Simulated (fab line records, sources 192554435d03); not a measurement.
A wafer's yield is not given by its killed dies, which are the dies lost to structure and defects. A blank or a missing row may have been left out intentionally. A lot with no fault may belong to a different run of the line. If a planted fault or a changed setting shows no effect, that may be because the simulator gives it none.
What tool caused it? || flow n5 finfet || Sampling: 24 lots, 72 wafers, 6 of 1938 route steps

== WHAT THE GAUGES READ, wafer by wafer ==
N5_BEOL_M12_CD_MEAS_17 targets a cd of 140 nm.
{"lot": "L076", "measured": "day 10 08:38", "on": "cd sem-02", "cd nm (nm)": "143.1 141.6 141.9"}
{"lot": "L075", "measured": "day 10 09:11", "on": "cd sem-01", "cd nm (nm)": "139.1 140.8 137.9"}
{"lot": "L074", "measured": "day 10 13:52", "on": "cd sem-03", "cd nm (nm)": "142.7 138.9 144.6"}
{"lot": "L077", "measured": "day 11 01:28", "on": "cd sem-02", "cd nm (nm)": "139.5 140.5 140.0"}
{"lot": "L078", "measured": "day 11 12:50", "on": "cd sem-02", "cd nm (nm)": "141.9 140.9 140.3"}
{"lot": "L079", "measured": "day 11 19:02", "on": "cd sem-01", "cd nm (nm)": "143.2 139.9 143.8"}
{"lot": "L080", "measured": "day 12 05:01", "on": "cd sem-02", "cd nm (nm)": "141.1 143.6 143.0"}
{"lot": "L081", "measured": "day 12 12:37", "on": "cd sem-01", "cd nm (nm)": "142.0 143.0 137.7"}
{"lot": "L083", "measured": "day 12 14:09", "on": "cd sem-02", "cd nm (nm)": "142.7 142.9 140.5"}
{"lot": "L084", "measured": "day 12 21:42", "on": "cd sem-01", "cd nm (nm)": "140.7 140.5 142.8"}
{"lot": "L082", "measured": "day 12 23:01", "on": "cd sem-03", "cd nm (nm)": "142.3 141.5 140.7"}
{"lot": "L085", "measured": "day 13 05:50", "on": "cd sem-01", "cd nm (nm)": "141.7 140.7 142.9"}
{"lot": "L086", "measured": "day 13 21:41", "on": "cd sem-03", "cd nm (nm)": "139.7 138.8 141.2"}
{"lot": "L087", "measured": "day 14 06:47", "on": "cd sem-03", "cd nm (nm)": "140.3 144.0 141.6"}
{"lot": "L088", "measured": "day 14 07:28", "on": "cd sem-02", "cd nm (nm)": "142.6 139.5 141.4"}
{"lot": "L089", "measured": "day 14 11:36", "on": "cd sem-02", "cd nm (nm)": "144.3 142.6 142.6"}
{"lot": "L090", "measured": "day 14 14:29", "on": "cd sem-01", "cd nm (nm)": "143.5 140.5 139.4"}
{"lot": "L091", "measured": "day 14 14:45", "on": "cd sem-03", "cd nm (nm)": "136.7 137.3 138.4"}
{"lot": "L092", "measured": "day 15 06:22", "on": "cd sem-03", "cd nm (nm)": "141.0 138.4 138.3"}
{"lot": "L094", "measured": "day 15 21:39", "on": "cd sem-02", "cd nm (nm)": "139.6 139.3 139.5"}
{"lot": "L093", "measured": "day 15 23:06", "on": "cd sem-02", "cd nm (nm)": "143.8 138.6 140.8"}
{"lot": "L097", "measured": "day 16 06:01", "on": "cd sem-03", "cd nm (nm)": "138.2 139.5 141.5"}
{"lot": "L096", "measured": "day 16 21:25", "on": "cd sem-01", "cd nm (nm)": "140.9 142.1 139.2"}
{"lot": "L095", "measured": "day 16 21:27", "on": "cd sem-02", "cd nm (nm)": "136.6 140.4 140.3"}

N5_BEOL_M12_INSPECT_55: inspects for defects (darkfield).
{"lot": "L076", "measured": "day 10 14:11", "on": "defect inspect-01", "raw defect count": "55 147 57"}
{"lot": "L075", "measured": "day 10 15:35", "on": "defect inspect-02", "raw defect count": "58 52 39"}
{"lot": "L074", "measured": "day 10 20:08", "on": "defect inspect-02", "raw defect count": "83 73 54"}
{"lot": "L077", "measured": "day 11 05:26", "on": "defect inspect-01", "raw defect count": "50 64 111"}
{"lot": "L078", "measured": "day 11 19:35", "on": "defect inspect-01", "raw defect count": "74 43 64"}
{"lot": "L079", "measured": "day 11 21:46", "on": "defect inspect-02", "raw defect count": "50 112 51"}
{"lot": "L080", "measured": "day 12 11:07", "on": "defect inspect-02", "raw defect count": "136 63 53"}
{"lot": "L081", "measured": "day 12 17:37", "on": "defect inspect-02", "raw defect count": "92 58 70"}
{"lot": "L083", "measured": "day 12 20:28", "on": "defect inspect-02", "raw defect count": "52 65 44"}
{"lot": "L084", "measured": "day 13 05:13", "on": "defect inspect-01", "raw defect count": "89 104 93"}
{"lot": "L082", "measured": "day 13 06:23", "on": "defect inspect-02", "raw defect count": "90 58 42"}
{"lot": "L085", "measured": "day 13 12:22", "on": "defect inspect-01", "raw defect count": "96 61 69"}
{"lot": "L086", "measured": "day 14 02:53", "on": "defect inspect-01", "raw defect count": "49 50 63"}
{"lot": "L087", "measured": "day 14 09:46", "on": "defect inspect-02", "raw defect count": "94 108 105"}
{"lot": "L088", "measured": "day 14 13:02", "on": "defect inspect-02", "raw defect count": "85 113 83"}
{"lot": "L089", "measured": "day 14 16:55", "on": "defect inspect-02", "raw defect count": "60 65 45"}
{"lot": "L090", "measured": "day 14 17:22", "on": "defect inspect-01", "raw defect count": "74 90 79"}
{"lot": "L091", "measured": "day 14 20:28", "on": "defect inspect-01", "raw defect count": "72 96 86"}
{"lot": "L092", "measured": "day 15 10:47", "on": "defect inspect-01", "raw defect count": "84 74 134"}
{"lot": "L094", "measured": "day 16 00:47", "on": "defect inspect-01", "raw defect count": "65 92 90"}
{"lot": "L093", "measured": "day 16 02:20", "on": "defect inspect-01", "raw defect count": "46 64 78"}
{"lot": "L097", "measured": "day 16 12:47", "on": "defect inspect-02", "raw defect count": "89 129 66"}
{"lot": "L096", "measured": "day 17 01:17", "on": "defect inspect-02", "raw defect count": "90 89 85"}
{"lot": "L095", "measured": "day 17 02:49", "on": "defect inspect-02", "raw defect count": "74 86 92"}

N5_BEOL_M13_CD_MEAS_10 targets a cd of 190 nm.
{"lot": "L076", "measured": "day 10 14:44", "on": "cd sem-03", "cd nm (nm)": "189.7 190.2 190.0"}
{"lot": "L075", "measured": "day 10 16:05", "on": "cd sem-03", "cd nm (nm)": "191.5 190.8 190.5"}
{"lot": "L074", "measured": "day 10 20:38", "on": "cd sem-02", "cd nm (nm)": "188.8 190.6 188.5"}
{"lot": "L077", "measured": "day 11 06:02", "on": "cd sem-03", "cd nm (nm)": "187.0 187.2 186.9"}
{"lot": "L078", "measured": "day 11 20:05", "on": "cd sem-02", "cd nm (nm)": "187.7 188.7 188.1"}
{"lot": "L079", "measured": "day 11 22:16", "on": "cd sem-01", "cd nm (nm)": "189.8 189.1 189.3"}
{"lot": "L080", "measured": "day 12 11:36", "on": "cd sem-01", "cd nm (nm)": "188.5 188.2 190.0"}
{"lot": "L081", "measured": "day 12 18:14", "on": "cd sem-01", "cd nm (nm)": "192.1 191.9 192.4"}
{"lot": "L083", "measured": "day 12 20:58", "on": "cd sem-02", "cd nm (nm)": "190.6 190.2 189.8"}
{"lot": "L084", "measured": "day 13 05:43", "on": "cd sem-02", "cd nm (nm)": "189.0 190.1 189.4"}
{"lot": "L082", "measured": "day 13 07:00", "on": "cd sem-02", "cd nm (nm)": "191.1 186.9 189.1"}
{"lot": "L085", "measured": "day 13 12:59", "on": "cd sem-03", "cd nm (nm)": "189.4 189.3 188.5"}
{"lot": "L086", "measured": "day 14 03:30", "on": "cd sem-01", "cd nm (nm)": "187.7 188.1 188.3"}
{"lot": "L087", "measured": "day 14 10:15", "on": "cd sem-01", "cd nm (nm)": "189.1 187.9 189.4"}
{"lot": "L088", "measured": "day 14 13:39", "on": "cd sem-02", "cd nm (nm)": "187.9 187.9 187.5"}
{"lot": "L089", "measured": "day 14 17:25", "on": "cd sem-02", "cd nm (nm)": "187.3 187.1 187.4"}
{"lot": "L090", "measured": "day 14 17:59", "on": "cd sem-02", "cd nm (nm)": "189.2 187.9 189.9"}
{"lot": "L091", "measured": "day 14 21:05", "on": "cd sem-03", "cd nm (nm)": "187.6 188.3 187.9"}
{"lot": "L092", "measured": "day 15 11:25", "on": "cd sem-01", "cd nm (nm)": "189.8 189.0 187.9"}
{"lot": "L094", "measured": "day 16 01:16", "on": "cd sem-02", "cd nm (nm)": "189.9 190.3 189.6"}
{"lot": "L093", "measured": "day 16 02:57", "on": "cd sem-03", "cd nm (nm)": "189.8 186.8 189.0"}
{"lot": "L097", "measured": "day 16 13:16", "on": "cd sem-03", "cd nm (nm)": "186.0 184.7 186.0"}
{"lot": "L096", "measured": "day 17 01:55", "on": "cd sem-02", "cd nm (nm)": "191.1 189.8 191.7"}
{"lot": "L095", "measured": "day 17 03:25", "on": "cd sem-01", "cd nm (nm)": "186.5 187.9 186.5"}

N5_BEOL_M13_OVL_MEAS_29.
{"lot": "L076", "measured": "day 10 15:51", "on": "overlay-02", "M13_OVL (nm)": "5 5 -4"}
{"lot": "L075", "measured": "day 10 17:24", "on": "overlay-01", "M13_OVL (nm)": "-10 -6 -4"}
{"lot": "L074", "measured": "day 10 21:49", "on": "overlay-01", "M13_OVL (nm)": "0 11 5"}
{"lot": "L077", "measured": "day 11 07:01", "on": "overlay-01", "M13_OVL (nm)": "0 9 4"}
{"lot": "L078", "measured": "day 11 21:11", "on": "overlay-02", "M13_OVL (nm)": "2 1 1"}
{"lot": "L079", "measured": "day 11 23:14", "on": "overlay-01", "M13_OVL (nm)": "0 -1 -2"}
{"lot": "L080", "measured": "day 12 12:43", "on": "overlay-02", "M13_OVL (nm)": "-19 -14 -15"}
{"lot": "L081", "measured": "day 12 19:20", "on": "overlay-02", "M13_OVL (nm)": "-13 -9 -11"}
{"lot": "L083", "measured": "day 12 22:04", "on": "overlay-02", "M13_OVL (nm)": "-8 -3 -6"}
{"lot": "L084", "measured": "day 13 06:43", "on": "overlay-02", "M13_OVL (nm)": "-3 3 1"}
{"lot": "L082", "measured": "day 13 08:09", "on": "overlay-02", "M13_OVL (nm)": "8 7 6"}
{"lot": "L085", "measured": "day 13 14:05", "on": "overlay-02", "M13_OVL (nm)": "-5 -4 -12"}
{"lot": "L086", "measured": "day 14 04:31", "on": "overlay-01", "M13_OVL (nm)": "7 3 -7"}
{"lot": "L087", "measured": "day 14 11:21", "on": "overlay-01", "M13_OVL (nm)": "-2 -5 0"}
{"lot": "L088", "measured": "day 14 14:45", "on": "overlay-02", "M13_OVL (nm)": "6 1 -1"}
{"lot": "L089", "measured": "day 14 18:31", "on": "overlay-01", "M13_OVL (nm)": "3 0 11"}
{"lot": "L090", "measured": "day 14 18:58", "on": "overlay-01", "M13_OVL (nm)": "-4 2 -5"}
{"lot": "L091", "measured": "day 14 22:09", "on": "overlay-01", "M13_OVL (nm)": "6 -3 -2"}
{"lot": "L092", "measured": "day 15 12:43", "on": "overlay-02", "M13_OVL (nm)": "-6 -11 -9"}
{"lot": "L094", "measured": "day 16 02:16", "on": "overlay-02", "M13_OVL (nm)": "0 0 3"}
{"lot": "L093", "measured": "day 16 04:01", "on": "overlay-02", "M13_OVL (nm)": "-3 -3 -6"}
{"lot": "L097", "measured": "day 16 14:14", "on": "overlay-01", "M13_OVL (nm)": "-4 4 0"}
{"lot": "L096", "measured": "day 17 02:53", "on": "overlay-02", "M13_OVL (nm)": "2 -5 5"}
{"lot": "L095", "measured": "day 17 04:24", "on": "overlay-02", "M13_OVL (nm)": "6 6 3"}

== WHAT TOOL EACH LOT RAN ON (gives the tool, then ch and the chambers of the sampled wafers, and finally the start) ==
{"lot": "L076", "N5_BEOL_M12_DEGAS_41": "pvd sputter-02, day 10 12:48", "N5_BEOL_M13_STRIP_64": "plasma asher-01 ch 0,1, day 10 15:13"}
{"lot": "L075", "N5_BEOL_M12_DEGAS_41": "pvd sputter-03, day 10 13:33", "N5_BEOL_M13_STRIP_64": "plasma asher-02 ch 0,1, day 10 16:52"}
{"lot": "L074", "N5_BEOL_M12_DEGAS_41": "pvd sputter-01, day 10 18:52", "N5_BEOL_M13_STRIP_64": "plasma asher-01 ch 0,1, day 10 21:07"}
{"lot": "L077", "N5_BEOL_M12_DEGAS_41": "pvd sputter-01, day 11 04:08", "N5_BEOL_M13_STRIP_64": "plasma asher-02 ch 0,1, day 11 06:32"}
{"lot": "L078", "N5_BEOL_M12_DEGAS_41": "pvd sputter-02, day 11 18:20", "N5_BEOL_M13_STRIP_64": "plasma asher-02 ch 0,1, day 11 20:33"}
{"lot": "L079", "N5_BEOL_M12_DEGAS_41": "pvd sputter-01, day 11 20:31", "N5_BEOL_M13_STRIP_64": "plasma asher-01 ch 0, day 11 22:44"}
{"lot": "L080", "N5_BEOL_M12_DEGAS_41": "pvd sputter-03, day 12 09:52", "N5_BEOL_M13_STRIP_64": "plasma asher-02 ch 0,1, day 12 12:05"}
{"lot": "L081", "N5_BEOL_M12_DEGAS_41": "pvd sputter-02, day 12 16:16", "N5_BEOL_M13_STRIP_64": "plasma asher-01 ch 0,1, day 12 18:44"}
{"lot": "L083", "N5_BEOL_M12_DEGAS_41": "pvd sputter-02, day 12 19:14", "N5_BEOL_M13_STRIP_64": "plasma asher-01 ch 0,1, day 12 21:26"}
{"lot": "L084", "N5_BEOL_M12_DEGAS_41": "pvd sputter-02, day 13 03:52", "N5_BEOL_M13_STRIP_64": "plasma asher-02 ch 0,1, day 13 06:13"}
{"lot": "L082", "N5_BEOL_M12_DEGAS_41": "pvd sputter-01, day 13 05:07", "N5_BEOL_M13_STRIP_64": "plasma asher-02 ch 1, day 13 07:31"}
{"lot": "L085", "N5_BEOL_M12_DEGAS_41": "pvd sputter-02, day 13 11:07", "N5_BEOL_M13_STRIP_64": "plasma asher-02 ch 0,1, day 13 13:27"}
{"lot": "L086", "N5_BEOL_M12_DEGAS_41": "pvd sputter-03, day 14 01:37", "N5_BEOL_M13_STRIP_64": "plasma asher-02 ch 0,1, day 14 03:58"}
{"lot": "L087", "N5_BEOL_M12_DEGAS_41": "pvd sputter-01, day 14 08:31", "N5_BEOL_M13_STRIP_64": "plasma asher-01 ch 0,1, day 14 10:43"}
{"lot": "L088", "N5_BEOL_M12_DEGAS_41": "pvd sputter-03, day 14 11:47", "N5_BEOL_M13_STRIP_64": "plasma asher-02 ch 0,1, day 14 14:07"}
{"lot": "L089", "N5_BEOL_M12_DEGAS_41": "pvd sputter-02, day 14 15:38", "N5_BEOL_M13_STRIP_64": "plasma asher-01 ch 0,1, day 14 17:53"}
{"lot": "L090", "N5_BEOL_M12_DEGAS_41": "pvd sputter-02, day 14 16:05", "N5_BEOL_M13_STRIP_64": "plasma asher-01 ch 0,1, day 14 18:29"}
{"lot": "L091", "N5_BEOL_M12_DEGAS_41": "pvd sputter-02, day 14 19:13", "N5_BEOL_M13_STRIP_64": "plasma asher-02 ch 1, day 14 21:39"}
{"lot": "L092", "N5_BEOL_M12_DEGAS_41": "pvd sputter-03, day 15 09:32", "N5_BEOL_M13_STRIP_64": "plasma asher-02 ch 0,1, day 15 12:04"}
{"lot": "L094", "N5_BEOL_M12_DEGAS_41": "pvd sputter-01, day 15 23:32", "N5_BEOL_M13_STRIP_64": "plasma asher-02 ch 0,1, day 16 01:46"}
{"lot": "L093", "N5_BEOL_M12_DEGAS_41": "pvd sputter-02, day 16 01:05", "N5_BEOL_M13_STRIP_64": "plasma asher-01 ch 0,1, day 16 03:31"}
{"lot": "L097", "N5_BEOL_M12_DEGAS_41": "pvd sputter-03, day 16 11:32", "N5_BEOL_M13_STRIP_64": "plasma asher-02 ch 0,1, day 16 13:46"}
{"lot": "L096", "N5_BEOL_M12_DEGAS_41": "pvd sputter-01, day 17 00:00", "N5_BEOL_M13_STRIP_64": "plasma asher-01 ch 0,1, day 17 02:23"}
{"lot": "L095", "N5_BEOL_M12_DEGAS_41": "pvd sputter-02, day 17 01:32", "N5_BEOL_M13_STRIP_64": "plasma asher-02 ch 0,1, day 17 03:54"}
- N5_BEOL_M12_DEGAS_41: time 60 s.
- N5_BEOL_M13_STRIP_64: strips in N2/H2.

== AS READ BY THE TOOLS THEMSELVES (means over the sampled wafers that have a number; for cases with no such wafer, the mark the record gives instead) ==
N5_BEOL_M12_DEGAS_41.
{"lot": "L076", "tool": "pvd sputter-02", "heater power w (W)": 339}
{"lot": "L075", "tool": "pvd sputter-03", "heater power w (W)": 328}
{"lot": "L074", "tool": "pvd sputter-01", "heater power w (W)": 307}
{"lot": "L077", "tool": "pvd sputter-01", "heater power w (W)": 334}
{"lot": "L078", "tool": "pvd sputter-02", "heater power w (W)": 374}
{"lot": "L079", "tool": "pvd sputter-01", "heater power w (W)": 344}
{"lot": "L080", "tool": "pvd sputter-03", "heater power w (W)": 320}
{"lot": "L081", "tool": "pvd sputter-02", "heater power w (W)": 368}
{"lot": "L083", "tool": "pvd sputter-02", "heater power w (W)": 354}
{"lot": "L084", "tool": "pvd sputter-02", "heater power w (W)": 351}
{"lot": "L082", "tool": "pvd sputter-01", "heater power w (W)": 329}
{"lot": "L085", "tool": "pvd sputter-02", "heater power w (W)": 357}
{"lot": "L086", "tool": "pvd sputter-03", "heater power w (W)": 324}
{"lot": "L087", "tool": "pvd sputter-01", "heater power w (W)": 328}
{"lot": "L088", "tool": "pvd sputter-03", "heater power w (W)": 330}
{"lot": "L089", "tool": "pvd sputter-02", "heater power w (W)": 353}
{"lot": "L090", "tool": "pvd sputter-02", "heater power w (W)": 323}
{"lot": "L091", "tool": "pvd sputter-02", "heater power w (W)": 386}
{"lot": "L092", "tool": "pvd sputter-03", "heater power w (W)": 338}
{"lot": "L094", "tool": "pvd sputter-01", "heater power w (W)": 339}
{"lot": "L093", "tool": "pvd sputter-02", "heater power w (W)": 375}
{"lot": "L097", "tool": "pvd sputter-03", "heater power w (W)": 352}
{"lot": "L096", "tool": "pvd sputter-01", "heater power w (W)": 326}
{"lot": "L095", "tool": "pvd sputter-02", "heater power w (W)": 328}

N5_BEOL_M13_STRIP_64.
{"lot": "L076", "tool": "plasma asher-01", "drypump motor current A (A)": 6.1, "heater power w (W)": 330, "oes product au (a.u.)": 0.713, "strip time to endpoint s (s)": 31.36}
{"lot": "L075", "tool": "plasma asher-02", "drypump motor current A (A)": 5.9, "heater power w (W)": 318, "oes product au (a.u.)": 0.711, "strip time to endpoint s (s)": 31.43}
{"lot": "L074", "tool": "plasma asher-01", "drypump motor current A (A)": 6.0, "heater power w (W)": 325, "oes product au (a.u.)": 0.716, "strip time to endpoint s (s)": 31.39}
{"lot": "L077", "tool": "plasma asher-02", "drypump motor current A (A)": 5.9, "heater power w (W)": 317, "oes product au (a.u.)": 0.716, "strip time to endpoint s (s)": 31.45}
{"lot": "L078", "tool": "plasma asher-02", "drypump motor current A (A)": 5.9, "heater power w (W)": 310, "oes product au (a.u.)": 0.716, "strip time to endpoint s (s)": 31.32}
{"lot": "L079", "tool": "plasma asher-01", "drypump motor current A (A)": 5.8, "heater power w (W)": 322, "oes product au (a.u.)": 0.718, "strip time to endpoint s (s)": 31.44}
{"lot": "L080", "tool": "plasma asher-02", "drypump motor current A (A)": 5.9, "heater power w (W)": 316, "oes product au (a.u.)": 0.714, "strip time to endpoint s (s)": 31.37}
{"lot": "L081", "tool": "plasma asher-01", "drypump motor current A (A)": 5.9, "heater power w (W)": 327, "oes product au (a.u.)": 0.714, "strip time to endpoint s (s)": 31.25}
{"lot": "L083", "tool": "plasma asher-01", "drypump motor current A (A)": 6.1, "heater power w (W)": 320, "oes product au (a.u.)": 0.714, "strip time to endpoint s (s)": 31.29}
{"lot": "L084", "tool": "plasma asher-02", "drypump motor current A (A)": 6.1, "heater power w (W)": 330, "oes product au (a.u.)": 0.714, "strip time to endpoint s (s)": 31.31}
{"lot": "L082", "tool": "plasma asher-02", "drypump motor current A (A)": 5.6, "heater power w (W)": 291, "oes product au (a.u.)": 0.717, "strip time to endpoint s (s)": 31.29}
{"lot": "L085", "tool": "plasma asher-02", "drypump motor current A (A)": 5.9, "heater power w (W)": 316, "oes product au (a.u.)": 0.719, "strip time to endpoint s (s)": 31.24}
{"lot": "L086", "tool": "plasma asher-02", "drypump motor current A (A)": 5.9, "heater power w (W)": 317, "oes product au (a.u.)": 0.715, "strip time to endpoint s (s)": 31.35}
{"lot": "L087", "tool": "plasma asher-01", "drypump motor current A (A)": 6.1, "heater power w (W)": 331, "oes product au (a.u.)": 0.713, "strip time to endpoint s (s)": 31.34}
{"lot": "L088", "tool": "plasma asher-02", "drypump motor current A (A)": 5.9, "heater power w (W)": 315, "oes product au (a.u.)": 0.715, "strip time to endpoint s (s)": 31.32}
{"lot": "L089", "tool": "plasma asher-01", "drypump motor current A (A)": 6.1, "heater power w (W)": 330, "oes product au (a.u.)": 0.714, "strip time to endpoint s (s)": 31.39}
{"lot": "L090", "tool": "plasma asher-01", "drypump motor current A (A)": 6.1, "heater power w (W)": 324, "oes product au (a.u.)": 0.714, "strip time to endpoint s (s)": 31.33}
{"lot": "L091", "tool": "plasma asher-02", "drypump motor current A (A)": 5.6, "heater power w (W)": 297, "oes product au (a.u.)": 0.716, "strip time to endpoint s (s)": 31.35}
{"lot": "L092", "tool": "plasma asher-02", "drypump motor current A (A)": 5.9, "heater power w (W)": 318, "oes product au (a.u.)": 0.717, "strip time to endpoint s (s)": 31.48}
{"lot": "L094", "tool": "plasma asher-02", "drypump motor current A (A)": 5.9, "heater power w (W)": 315, "oes product au (a.u.)": 0.716, "strip time to endpoint s (s)": 31.29}
{"lot": "L093", "tool": "plasma asher-01", "drypump motor current A (A)": 6.0, "heater power w (W)": 322, "oes product au (a.u.)": 0.719, "strip time to endpoint s (s)": 31.29}
{"lot": "L097", "tool": "plasma asher-02", "drypump motor current A (A)": 6.2, "heater power w (W)": 337, "oes product au (a.u.)": 0.716, "strip time to endpoint s (s)": 31.37}
{"lot": "L096", "tool": "plasma asher-01", "drypump motor current A (A)": 5.9, "heater power w (W)": 325, "oes product au (a.u.)": 0.715, "strip time to endpoint s (s)": 31.21}
{"lot": "L095", "tool": "plasma asher-02", "drypump motor current A (A)": 6.2, "heater power w (W)": 339, "oes product au (a.u.)": 0.712, "strip time to endpoint s (s)": 31.31}

== THE ANSWER, worked out from the rows above alone ==
Rule: the lots themselves supply what counts as usual. The widest of any qualifying gaps counts: lots, ordered by their means at a reading, are off when they make up no more than a third of the lots, leave a main group of 4 or more, and stand apart from it by 3 or more times the standard deviation of that group's means. If all means in a main group match to the digits the tables above print for the reading, that group is not used. A lot without any number at a reading at which 4 lots or more have one is off too. Where the step has rows for the other lots, those lots are counted as sound. First the gauges in route order, then the tools' own readings, where a lot's mean is used as printed above. The first step at which some lot is off is used, and at that step the reading that is off furthest; a lot without a number counts as furthest.
No lot is off on any of the readings shown, so nothing can be concluded from this.

== WHAT THE SIMULATOR HAD PUT IN ==
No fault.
